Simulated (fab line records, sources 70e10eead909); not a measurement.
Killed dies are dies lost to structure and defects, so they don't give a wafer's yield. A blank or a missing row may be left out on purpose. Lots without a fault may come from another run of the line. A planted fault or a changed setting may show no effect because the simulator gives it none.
Chamber matching | flow nand_harc | NHARC_A_BONDPAD_CMP_29 on cmp-04: 4 sister chambers
The step polishes SiCN, target thk 200 nm. 4 wafers are shown with their chamber, then 9 later ones without.

WAFERS WITH THEIR CHAMBER
wafer  | chamber | motor_current_A (A)
L087.5 | 0       | 10.4
L090.1 | 3       | 11.1
L093.3 | 1       | 11.4
L093.5 | 2       | 11.6

WAFERS WITHOUT THEIR CHAMBER
wafer  | motor_current_A (A)
L093.1 | 10.9
L093.2 | 10.5
L093.6 | 11.3
L089.1 | 11.6
L089.2 | 10.9
L089.5 | 11.7
L095.1 | 11.3
L095.3 | 11.0
L095.6 | 11.0

WHICH CHAMBER EACH WENT THROUGH
wafer  | from the rows above          | in truth
L093.1 | 3                            | 3
L093.2 | 0                            | 0
L093.6 | can't be placed: 1 or 3 or 2 | 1
L089.1 | can't be placed: 2 or 1      | 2
L089.2 | 3                            | 3
L089.5 | can't be placed: 2 or 1      | 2
L095.1 | can't be placed: 1 or 3 or 2 | 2
L095.3 | 3                            | 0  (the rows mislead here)
L095.6 | 3                            | 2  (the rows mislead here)
Placed correctly: 3 of 9. Can't be placed from these rows: 4 (the true chamber is among the candidates in 4). Placed wrongly: 2.
How it was worked out, from the rows above alone: a wafer's distance from a chamber is the root of the sum, over the readings, of the square of ((its reading less the chamber's mean) divided by the reading's scatter). The wafer belongs to the nearest chamber; if the next one is less than 2 further off, it can't be placed. A chamber's mean is the mean of its shown wafers. The scatter: with one shown wafer a chamber, the root of the mean of the squares of how far each hidden wafer lies from its nearest shown one.
